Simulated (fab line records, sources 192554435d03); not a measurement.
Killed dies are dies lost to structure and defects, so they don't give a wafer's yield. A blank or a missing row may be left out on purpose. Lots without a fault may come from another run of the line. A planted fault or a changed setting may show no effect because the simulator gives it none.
Split-lot experiment | flow n5_finfet | 7 lots, 21 wafers read, on a route of 1938 steps

THE SPLIT
At N5_BEOL_M7_ETCH_61 (etches SiARC in CF4, target depth 45.5 nm, time 75.8 s), the setting source_w was moved away from the recipe's 545 W on 8 of the 21 wafers read, by -12.1% to +11.4%. The other wafers ran this setting at the recipe's value.

The reading is taken at the split's own step.

THE READING
rf_vpp_V, in V, at N5_BEOL_M7_ETCH_61 (etches SiARC in CF4, target depth 45.5 nm, time 75.8 s). Fault-free wafers of this fab line usually give 183.8 V, standard deviation 0.95 V.

wafer  | tool, chamber at the split | source_w as run, W | against the recipe | rf_vpp_V, V | against lot-mates on the recipe
L078.2 | rie_diel-05, 2             | 509                | -6.6%              | 188.5       | +6.3
L078.3 | rie_diel-05, 3             | 509                | -6.6%              | 188.2       | +6.0
L078.5 | rie_diel-05, 0             | 545                | recipe             | 182.2       | -
L080.4 | rie_diel-01, 0             | 545                | recipe             | 182.4       | -
L080.5 | rie_diel-01, 2             | 545                | recipe             | 183.6       | -
L080.6 | rie_diel-01, 1             | 545                | recipe             | 184.1       | -
L076.1 | rie_diel-01, 2             | 545                | recipe             | 183.2       | -
L076.3 | rie_diel-01, 1             | 545                | recipe             | 183.0       | -
L076.4 | rie_diel-01, 0             | 602                | +10.5%             | 176.6       | -6.5
L091.1 | rie_diel-04, 1             | 545                | recipe             | 182.7       | -
L091.3 | rie_diel-04, 0             | 545                | recipe             | 185.8       | -
L091.4 | rie_diel-04, 3             | 545                | recipe             | 183.5       | -
L090.3 | rie_diel-04, 0             | 479.3              | -12.1%             | 193.5       | +9.2
L090.4 | rie_diel-04, 1             | 545                | recipe             | 184.3       | -
L090.5 | rie_diel-04, 1             | 479.3              | -12.1%             | 192.1       | +7.8
L093.4 | rie_diel-05, 2             | 545                | recipe             | 183.4       | -
L093.5 | rie_diel-05, 3             | 545                | recipe             | 183.4       | -
L093.6 | rie_diel-05, 0             | 606.9              | +11.4%             | 176.4       | -7.0
L095.1 | rie_diel-05, 3             | 504.8              | -7.4%              | 188.8       | +4.5
L095.4 | rie_diel-05, 1             | 545                | recipe             | 184.3       | -
L095.5 | rie_diel-05, 3             | 504.8              | -7.4%              | 189.4       | +5.1

THE FIT
A straight line over all 21 wafers: rf_vpp_V changes by -0.714 V for each +1% of source_w; r = -0.98; the points scatter about the line by 0.85 V.
The same after taking each lot's own level away (the mean of its wafers on the recipe; 21 wafers): -0.687 V for each +1%; r = -0.98; scatter 0.84 V.
On that fit, the largest move of source_w shifts the reading by 8.3 V.
The lots' own levels span 182.20 to 184.30 V, that is 2.2 times the standard deviation above.
So the lot-to-lot level changes the slope little: the two slopes agree.
Check: with one of the wafers moved furthest among these (-12.1%) left out of the fit, the line predicts +8.31 V for it against its lot-mates. It came out at +9.2 V against them.
Tool readings at the split's step, against how far the setting was moved: rf_vpp_V r = -0.98.

OTHER SPLITS ON THESE WAFERS
These wafers also went through other splits before the reading. Each is held against what the fit with the lots' levels taken away leaves over:
other split on the same wafers   | wafers away from the commonest value | r with rf_vpp_V (lot level and that fit taken away)
N5_BEOL_M5_TRENCH_ETCH_37 time_s | 3                                    | -0.03
N5_BEOL_M6_COAT_22 spin_rpm      | 5                                    | +0.16
N5_BEOL_M6_ETCH_66 bias_w        | 5                                    | -0.06

THE FILE'S OWN FIT
rf_vpp_V changes by -0.677 V for each +1% of source_w, r = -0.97.
